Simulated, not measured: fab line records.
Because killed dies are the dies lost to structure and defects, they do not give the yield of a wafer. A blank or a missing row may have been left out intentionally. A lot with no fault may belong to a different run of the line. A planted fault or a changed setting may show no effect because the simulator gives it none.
One fault seen from 2 desks -- flow n5-finfet -- every desk sees just its own numbers, and what lay behind them comes last

DESK OF THE TOOL OWNER: implanter-02
For each lot that ran on this tool, the mean over its sampled wafers that have a number, from the tool's own readings at N5_WELL_APT_IMPLANT_32. If a lot's mean is further than 4 standard deviations from the usual mean, the lot is out of limits and carries the mark OUT (the distance appears in the brackets).
Columns: A = dose-ions-cm2 at N5_WELL_APT_IMPLANT_32, usual 1.9999e+13; B = end-station-pressure-torr at N5_WELL_APT_IMPLANT_32, usual 5.14e-06 Torr; C = faraday-current-uA at N5_WELL_APT_IMPLANT_32, usual 254
lot,first seen here,A,B,C
L606,day 2 03:05,1.9996e+13,4.82e-06,249
L607,day 2 09:20,1.4972e+13 (-99 or more) OUT,4.93e-06,189 (-12) OUT
L608,day 2 15:18,1.4991e+13 (-99 or more) OUT,4.99e-06,192 (-12) OUT
L609,day 2 22:52,1.4969e+13 (-99 or more) OUT,5.18e-06,186 (-13) OUT
L618,day 5 03:35,2.0025e+13,5.17e-06,256
L619,day 5 09:19,2.0011e+13,5.31e-06,252
L620,day 5 15:26,2.0030e+13,5.39e-06,256
L623,day 6 09:22,1.9997e+13,5.20e-06,254
L624,day 6 15:17,1.9991e+13,4.96e-06,253
This desk finds L607, L608, L609 out of limits, L607 being first, at day 2 09:20 (dose-ions-cm2 at N5_WELL_APT_IMPLANT_32). Within limits: L606, L618, L619, L620, L623, L624.

THE METROLOGY DESK
What the gauges read, lot by lot, whatever tool the lot ran on: means of the sampled wafers that have a number. If a lot's mean is further than 4 standard deviations from the usual mean, the lot is out of limits and carries the mark OUT (the distance appears in the brackets). 7 of its 12 readings are shown: the first one out of limits and those lying furthest out on some lot.
Columns: A = cd-nm at N5_WELL_APT_CD_MEAS_08, usual 200.2 nm; B = CJ_N at N5_BEOL_M4_RC_MEAS_101, usual 4.37; C = DIBL_N at N5_BEOL_M4_RC_MEAS_101, usual 35.7 mV/V; D = DIBL_P at N5_BEOL_M4_RC_MEAS_101, usual 35.7 mV/V; E = SS_N at N5_BEOL_M4_RC_MEAS_101, usual 71.3 mV/dec; F = SS_P at N5_BEOL_M4_RC_MEAS_101, usual 73.1 mV/dec; G = VT_P at N5_BEOL_M4_RC_MEAS_101, usual -251 mV
lot,first seen here,A,B,C,D,E,F,G
L606,day 2 01:36,197.6,4.37,34.6,34.8,71.2,72.6,-249
L607,day 2 07:41,199.8,3.79 (-6.9) OUT,35.6,33.9,71.5,73.6,-251
L608,day 2 13:47,201.1,3.71 (-7.9) OUT,36.6,34.0,72.3,72.8,-252
L609,day 2 20:23,198.1,3.81 (-6.6) OUT,33.1,32.7,71.2,72.3,-253
L618,day 5 01:41,198.7,4.37,35.3,35.7,70.6,73.2,-251
L619,day 5 07:49,198.5,4.31,37.2,37.3,71.7,73.0,-249
L620,day 5 13:54,198.8,4.36,37.1,36.7,72.3,73.3,-247
L623,day 6 07:36,200.4,4.26,36.0,35.1,71.2,72.7,-249
L624,day 6 13:41,199.6,4.39,35.0,35.5,71.1,72.8,-254
L626,day 7 01:34,202.8,4.26,36.7,38.7,71.1,73.1,-252
This desk's result: L607, L608, L609 out of limits, first on L607 (CJ_N at N5_BEOL_M4_RC_MEAS_101), day 9 03:11. Within limits: L606, L618, L619, L620, L623, L624, L626.

ALL TOGETHER
At day 2 09:20, on L607, L608, L609, the tool owner's desk was in a position to raise an alarm.
Metrology desk: alarm possible at day 9 03:11 on L607, L608, L609.
All the named lots went through N5_WELL_APT_IMPLANT_32 on implanter-02.

WHAT WAS PUT IN BY THE SIMULATOR
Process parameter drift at N5_WELL_APT_IMPLANT_32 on implanter-02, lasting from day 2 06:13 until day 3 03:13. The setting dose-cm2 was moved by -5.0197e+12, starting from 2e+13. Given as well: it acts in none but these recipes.
Struck lots among those shown: L607, L608, L609.
Counting hours from when the fault started, the first reading out of limits came at 3 for the tool owner's desk and at 165 for the metrology desk.
